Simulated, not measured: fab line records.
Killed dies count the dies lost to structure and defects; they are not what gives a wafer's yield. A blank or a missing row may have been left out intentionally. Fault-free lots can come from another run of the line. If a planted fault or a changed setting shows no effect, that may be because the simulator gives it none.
Comparing a struck lot with a sound one :: flow nandHarc :: 24 steps out of a route of 1302
Sound: these wafers, L894.1, L894.2, L894.3. Struck: wafers L910.2, L910.3, L910.6. At the end, the cause is stated.
For every step that has rows: the tool of each side, followed by ch and its chambers, followed by its first start. Under that, the readings that differ: sound wafers :: struck wafers :: difference of the means :: sigmas: that difference in standard deviations of wafers without a fault.
alike: readings with means less than 2 such deviations apart, plus words and numbers identical on both sides. not compared: withheld readings, readings lacking a value on some wafer, bounds such as >300 that could conceal the same value, and numbers that have no deviation in the record and whose values overlap.
The two part at a step that has a row with sigmas, a row that says differs or no value, or rows on one side only. Non-overlapping numbers with no deviation appear without sigmas and do not part them. A reading that every wafer of one side lacks parts them only if that side has two wafers or more.

NHARC_P_M0_INSPECT_27:
  sound on defectInspect-02 at day 6 03:07; struck on defectInspect-02 at day 13 02:35
  alike: rawDefectCount
NHARC_P_M0_PRE_CLEAN_31: time 12 s.
  sound on pecvd-01 ch 0,1,2, day 6 03:11; struck on pecvd-04 ch 0,1,2, day 13 02:38
  alike: heaterPowerOuterW, heaterPowerW
NHARC_P_M0_DEP_32: deposits SiCN, target thk 30 nm.
  sound on pecvd-01 ch 0,1,2, day 6 03:16; struck on pecvd-04 ch 0,1,2, day 13 02:43
  alike: heaterPowerOuterW, heaterPowerW
then, 8 steps without rows for these wafers: NHARC_P_M1_DEP_00 (deposits SiOC, target thk 182.5 nm); NHARC_P_M1_DEHYDRATE_01 (time 120 s); NHARC_P_M1_HMDS_02 (time 30 s); NHARC_P_M1_COAT_34 (time 65 s); NHARC_P_M1_COAT_03 (resist thk 90 nm); NHARC_P_M1_SOFTBAKE_04 (time 55 s); NHARC_P_M1_EBR_05; NHARC_P_M1_EXPOSE_06 (exposes mask P M1, target cd 130 nm).
NHARC_P_M1_PEB_07: peb time 65 s.
  sound on lithoTrack-04 ch 0, day 6 04:27; struck on lithoTrack-04 ch 0, day 13 03:53
then, 1 step without rows for these wafers: NHARC_P_M1_DEVELOP_08 (develop time 35 s).
NHARC_P_M1_CD_MEAS_09: target cd 130 nm.
  sound on cdSem-01 ch 0, day 6 04:32; struck on cdSem-03 ch 0, day 13 03:58
reading: cdNm (nm)
sound: 129.6 130.6 129.8
struck: 136.7 136.0 136.5
difference: +6.4
sigmas: +10
NHARC_P_M1_OVL_MEAS_10: pitch 260 nm.
  sound on overlay-01 at day 6 04:37; struck on overlay-01 at day 13 04:04
  alike: overlayXNm, overlayYNm
NHARC_P_M1_INSPECT_11:
  sound on defectInspect-01 at day 6 04:40; struck on defectInspect-01 at day 13 04:05
  alike: rawDefectCount
NHARC_P_M1_DESCUM_14: chemistry O2, time 3 s.
  sound on rieDiel-05 ch 0,1,3, day 6 04:43; struck on rieDiel-05 ch 2,3, day 13 04:09
reading: model.P_M1.cdNm (nm)
sound: 128.7 130.1 130.2
struck: 135.9 136.4 136.5
difference: +6.6
sigmas: 
  alike: drypumpMotorCurrentA, oesProductAu, rfVppV, showerheadPlenumPTorr, throttleValvePct
  not compared: rfHoursCounterH
NHARC_P_M1_ETCH_35: etches the open film in N2/H2, target depth 40 nm, overetch 12 nm, time 43.94 s.
  sound on rieDiel-05 ch 0,1,3, day 6 04:49; struck on rieDiel-05 ch 0,2, day 13 04:15
  alike: drypumpMotorCurrentA, h2FlowSccm, oesProductAu, rfVppV, showerheadPlenumPTorr, throttleValvePct
  not compared: rfHoursCounterH
NHARC_P_M1_ETCH_15: etches the open film in C4F8/Ar, target depth 182.5 nm, time 91.2 s.
  sound: rieDiel-05 ch 0,1,3; struck: rieDiel-05 ch 0,2,3
  alike: oesProductAu, rfVppV
  not compared: rfHoursCounterH
NHARC_P_M1_CD_MEAS_16:
  sound on cdSem-02 at day 6 05:04; struck on cdSem-03 at day 13 04:28
reading: cdNm (nm)
sound: 128.7 129.8 130.0
struck: 136.2 135.7 135.8
difference: +6.4
sigmas: +7
NHARC_P_M1_STRIP_18: strips in N2/H2.
  sound on rieDiel-05 ch 0,1,3, day 6 05:08; struck on rieDiel-05 ch 0,1,2, day 13 04:35
  alike: drypumpMotorCurrentA, h2FlowSccm, oesProductAu, powerW, rfVppV, showerheadPlenumPTorr, throttleValvePct
  not compared: rfHoursCounterH
NHARC_P_M1_ETCH_28: etches the open film in CF4/N2, target depth 30 nm, time 72.99 s.
  sound: rieDiel-05 ch 0,1,3; struck: rieDiel-05 ch 0,2
reading: model.P_M1.cdNm (nm)
sound: 129.5 129 129.6
struck: 136.1 134.8 135.8
difference: +6.2
sigmas: 
  alike: cf4FlowSccm, drypumpMotorCurrentA, oesProductAu, rfVppV, showerheadPlenumPTorr, throttleValvePct
  not compared: rfHoursCounterH
then, 1 step without rows for these wafers: NHARC_P_M1_STRIP_19 (strips in post etch residue remover, time 600 s).
-- record jumps: 18 days between struck wafers' starts before vs after; left off in module P_M1, resumes in module END, first step shown is number 1302 of the route --
NHARC_END_SORT_01:
  here the record holds rows for the struck wafers (prober-01 ch 0, day 31 04:30) but none for the sound ones

== WHERE THEY PART ==
Last at NHARC_END_SORT_01 as far as this record goes, first at NHARC_P_M1_CD_MEAS_09.

WHY: whatever the simulator had introduced
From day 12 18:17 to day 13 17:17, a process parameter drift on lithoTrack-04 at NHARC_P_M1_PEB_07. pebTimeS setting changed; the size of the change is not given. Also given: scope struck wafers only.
